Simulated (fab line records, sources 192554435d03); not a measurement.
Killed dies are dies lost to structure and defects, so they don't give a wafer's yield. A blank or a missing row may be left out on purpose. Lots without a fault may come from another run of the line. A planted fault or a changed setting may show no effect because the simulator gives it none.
Chamber matching | flow n5_finfet | N5_BEOL_M3_PRE_CLEAN_60 on cvd_co-02: 3 sister chambers
The step time 15 s. 6 wafers are shown with their chamber, then 12 later ones without.

WAFERS WITH THEIR CHAMBER
wafer  | chamber | heater_power_outer_w (W) | heater_power_w (W)
L085.2 | 2       | 23                       | 89
L086.4 | 2       | 22                       | 87
L086.5 | 0       | 20                       | 93
L089.3 | 1       | 11                       | 71
L089.4 | 0       | 20                       | 92
L089.5 | 1       | 11                       | 73

WAFERS WITHOUT THEIR CHAMBER
wafer  | heater_power_outer_w (W) | heater_power_w (W)
L087.2 | 11                       | 72
L087.4 | 20                       | 93
L087.5 | 22                       | 89
L090.2 | 20                       | 92
L090.3 | 22                       | 88
L090.4 | 20                       | 95
L091.1 | 22                       | 90
L091.3 | 11                       | 72
L091.6 | 22                       | 90
L095.2 | 11                       | 71
L095.3 | 20                       | 93
L095.6 | 23                       | 88

WHICH CHAMBER EACH WENT THROUGH
wafer  | from the rows above | in truth
L087.2 | 1                   | 1
L087.4 | 0                   | 0
L087.5 | 2                   | 2
L090.2 | 0                   | 0
L090.3 | 2                   | 2
L090.4 | 0                   | 0
L091.1 | 2                   | 2
L091.3 | 1                   | 1
L091.6 | 2                   | 2
L095.2 | 1                   | 1
L095.3 | 0                   | 0
L095.6 | 2                   | 2
Placed correctly: 12 of 12. Can't be placed from these rows: 0. Placed wrongly: 0.
How it was worked out, from the rows above alone: a wafer's distance from a chamber is the root of the sum, over the readings, of the square of ((its reading less the chamber's mean) divided by the reading's scatter). The wafer belongs to the nearest chamber; if the next one is less than 2 further off, it can't be placed. A chamber's mean is the mean of its shown wafers. The scatter: the root of (the sum of the squares of (reading less its chamber's mean) over the shown wafers, divided by (wafers less chambers)).
